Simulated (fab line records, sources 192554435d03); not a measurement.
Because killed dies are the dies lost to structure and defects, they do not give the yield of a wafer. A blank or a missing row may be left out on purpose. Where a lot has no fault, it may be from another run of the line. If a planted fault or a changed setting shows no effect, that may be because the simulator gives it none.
Matching of chambers    flow n5 finfet    N5_BEOL_M14_ETCH_59 on rie diel-02: 4 sister chambers
The step etches BARC in N2/H2, target depth 89 nm, overetch 26.7 nm, time 67.9 s. 4 wafers are shown with their chamber, then 9 later ones without.

## EACH WAFER AND ITS CHAMBER
wafer   chamber  drypump motor current A (A)
L082.1  3        5.7
L085.6  2        6.2
L087.3  0        5.8
L087.5  1        5.2

## WAFERS WITHOUT THEIR CHAMBER
wafer   drypump motor current A (A)
L093.2  6.2
L093.4  5.7
L093.6  6.2
L097.1  5.7
L097.3  6.2
L097.6  6.2
L096.1  5.3
L096.4  5.7
L096.5  5.8

## WHICH CHAMBER EACH WENT THROUGH
wafer   from the rows above  in truth
L093.2  2                    2
L093.4  3                    3
L093.6  2                    2
L097.1  3                    3
L097.3  2                    2
L097.6  2                    2
L096.1  1                    1
L096.4  3                    3
L096.5  0                    0
9 of 9 placed correctly. Not placeable from these rows: 0. Number placed wrongly: 0.
How it was worked out, from the rows above alone: a wafer's distance from a chamber is the root of the sum, over the readings, of the square of ((its reading less the chamber's mean) divided by the reading's scatter). If the next closest chamber is less than 2 further off than the closest, the wafer can't be placed; otherwise it belongs to the closest. The mean given for a chamber averages the wafers shown for that chamber. The scatter: root of mean squared gap, hidden wafer to nearest shown wafer, with one shown wafer a chamber.
